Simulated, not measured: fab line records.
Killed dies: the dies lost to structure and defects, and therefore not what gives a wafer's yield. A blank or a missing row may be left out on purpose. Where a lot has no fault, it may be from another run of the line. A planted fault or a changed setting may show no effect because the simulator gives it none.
Chamber matching | flow nand harc | rie diel-10 running NHARC_A_BONDPAD_STRIP_15: 4 sister chambers
The step strips in O2. 30 wafers are shown with their chamber, then 12 later ones without.

== EACH WAFER AND ITS CHAMBER ==
wafer  | chamber | showerhead plenum p Torr (Torr) | drypump motor current A (A) | rf vpp V (V)
L074.1 | 2       | 3.40                            | 5.91                        | 57.9
L074.2 | 1       | 3.79                            | 5.77                        | 59.6
L074.6 | 2       | 3.40                            | 5.90                        | 57.8
L075.2 | 0       | 3.68                            | 5.79                        | 59.5
L075.3 | 3       | 3.44                            | 6.03                        | 57.4
L075.4 | 2       | 3.40                            | 5.94                        | 57.6
L079.1 | 0       | 3.68                            | 5.74                        | 56.8
L079.2 | 1       | 3.79                            | 5.82                        | 58.5
L079.5 | 2       | 3.40                            | 5.94                        | 58.2
L078.2 | 3       | 3.44                            | 6.07                        | 57.3
L078.3 | 0       | 3.68                            | 5.80                        | 58.5
L078.6 | 2       | 3.39                            | 5.94                        | 57.2
L082.1 | 0       | 3.68                            | 5.78                        | 57.8
L082.3 | 1       | 3.79                            | 5.85                        | 58.5
L082.5 | 3       | 3.44                            | 6.09                        | 57.8
L084.3 | 0       | 3.68                            | 5.77                        | 56.8
L084.5 | 2       | 3.39                            | 5.93                        | 57.3
L084.6 | 1       | 3.79                            | 5.83                        | 58.3
L085.3 | 1       | 3.79                            | 5.83                        | 57.5
L085.5 | 3       | 3.44                            | 6.01                        | 57.2
L085.6 | 0       | 3.68                            | 5.78                        | 57.2
L086.2 | 3       | 3.44                            | 6.04                        | 57.0
L086.3 | 1       | 3.79                            | 5.78                        | 57.4
L086.6 | 3       | 3.44                            | 6.04                        | 57.4
L089.1 | 0       | 3.68                            | 5.78                        | 59.2
L089.3 | 1       | 3.79                            | 5.81                        | 59.2
L089.4 | 3       | 3.44                            | 6.06                        | 58.1
L088.4 | 2       | 3.39                            | 5.96                        | 57.4
L088.5 | 0       | 3.68                            | 5.80                        | 59.0
L088.6 | 1       | 3.79                            | 5.78                        | 58.8

SIGNATURES, as means of the wafers listed above
reading                  | chamber 0 | chamber 1 | chamber 2 | chamber 3 | scatter within a chamber
showerhead plenum p Torr | 3.6800    | 3.7900    | 3.3957    | 3.4400    | 0.00257
drypump motor current A  | 5.7800    | 5.8087    | 5.9314    | 6.0486    | 0.0242
rf vpp V                 | 58.100    | 58.475    | 57.629    | 57.457    | 0.736
Rule: for a wafer and a chamber, the distance is found by dividing, reading by reading, the gap between the wafer's reading and the chamber's mean by the reading's scatter, squaring, summing and taking the root. The wafer belongs to the nearest chamber; if the next one is less than 2 further off, it can't be placed. How the scatter is found: for the shown wafers, subtract from each reading the mean of its chamber, square and add these, divide the total by (wafers less chambers), then take the root.

== WAFERS MISSING THEIR CHAMBER ==
wafer  | showerhead plenum p Torr (Torr) | drypump motor current A (A) | rf vpp V (V)
L091.2 | 3.79                            | 5.82                        | 59.6
L091.3 | 3.44                            | 6.03                        | 58.5
L091.6 | 3.39                            | 5.95                        | 56.8
L093.2 | 3.68                            | 5.77                        | 58.8
L093.3 | 3.44                            | 6.05                        | 56.9
L093.5 | 3.79                            | 5.81                        | 58.3
L092.1 | 3.68                            | 5.77                        | 58.1
L092.5 | 3.44                            | 6.03                        | 59.2
L092.6 | 3.68                            | 5.77                        | 58.0
L097.2 | 3.44                            | 6.04                        | 56.8
L097.4 | 3.39                            | 5.92                        | 55.5
L097.5 | 3.68                            | 5.74                        | 58.2

== WHICH CHAMBER EACH ONE RAN IN ==
wafer  | from the rows above | in truth
L091.2 | 1                   | 1
L091.3 | 3                   | 3
L091.6 | 2                   | 2
L093.2 | 0                   | 0
L093.3 | 3                   | 3
L093.5 | 1                   | 1
L092.1 | 0                   | 0
L092.5 | 3                   | 3
L092.6 | 0                   | 0
L097.2 | 3                   | 3
L097.4 | 2                   | 2
L097.5 | 0                   | 0
12 of 12 placed correctly. From these rows, 0 cannot be placed. Placed wrongly: 0.
